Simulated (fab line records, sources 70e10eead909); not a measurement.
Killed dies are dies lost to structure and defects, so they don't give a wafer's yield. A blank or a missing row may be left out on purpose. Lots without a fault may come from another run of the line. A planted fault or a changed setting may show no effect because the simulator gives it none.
Which tool did it? | flow nand_harc | 7 lots, 21 wafers sampled, at 2 steps of a route of 1159

WHAT THE GAUGES READ, wafer by wafer
NHARC_HYBRID_BOND_INSPECT_06: inspects for defects (ir void).
lot  | measured     | on                | raw_defect_count
L104 | day 19 05:02 | defect_inspect-02 | 35 37 31
L110 | day 19 17:35 | defect_inspect-02 | 45 41 36
L112 | day 20 15:29 | defect_inspect-01 | 18 21 27
L111 | day 20 20:56 | defect_inspect-02 | 37 24 32
L114 | day 21 03:59 | defect_inspect-02 | 38 47 39
L126 | day 24 00:34 | defect_inspect-01 | 46 50 44

WHICH TOOL RAN EACH LOT (tool, then ch and the chambers of the sampled wafers, then the start)
lot  | NHARC_A_SLIT_DEP_00
L104 | acl_dep-02 ch 0, day 14 06:22
L110 | acl_dep-01 ch 0, day 15 05:29
L112 | acl_dep-01 ch 0, day 15 17:30
L111 | acl_dep-02 ch 0, day 16 08:46
L114 | acl_dep-02 ch 0, day 16 17:05
L121 | acl_dep-01 ch 0, day 18 08:20
L126 | acl_dep-02 ch 0, day 20 01:15
- NHARC_A_SLIT_DEP_00: deposits aC, target thk 3200 nm.

THE ANSWER, worked out from the rows above alone
Rule: what is usual is taken from the lots themselves. Put in order of their means at a reading, lots are off if they are a third of the lots or fewer, leave a main group of 4 or more, and stand apart from it by a gap of 3 or more times the standard deviation of the main group's means; of several such gaps the widest counts. A main group whose means are all the same, to the digits that the tables above print for the reading, isn't used. A lot without any number at a reading at which 4 lots or more have one is off too. The other lots that the step has rows for count as sound.
No lot is off at any reading shown: from this, nothing can be told.

WHAT THE SIMULATOR HAD PUT IN
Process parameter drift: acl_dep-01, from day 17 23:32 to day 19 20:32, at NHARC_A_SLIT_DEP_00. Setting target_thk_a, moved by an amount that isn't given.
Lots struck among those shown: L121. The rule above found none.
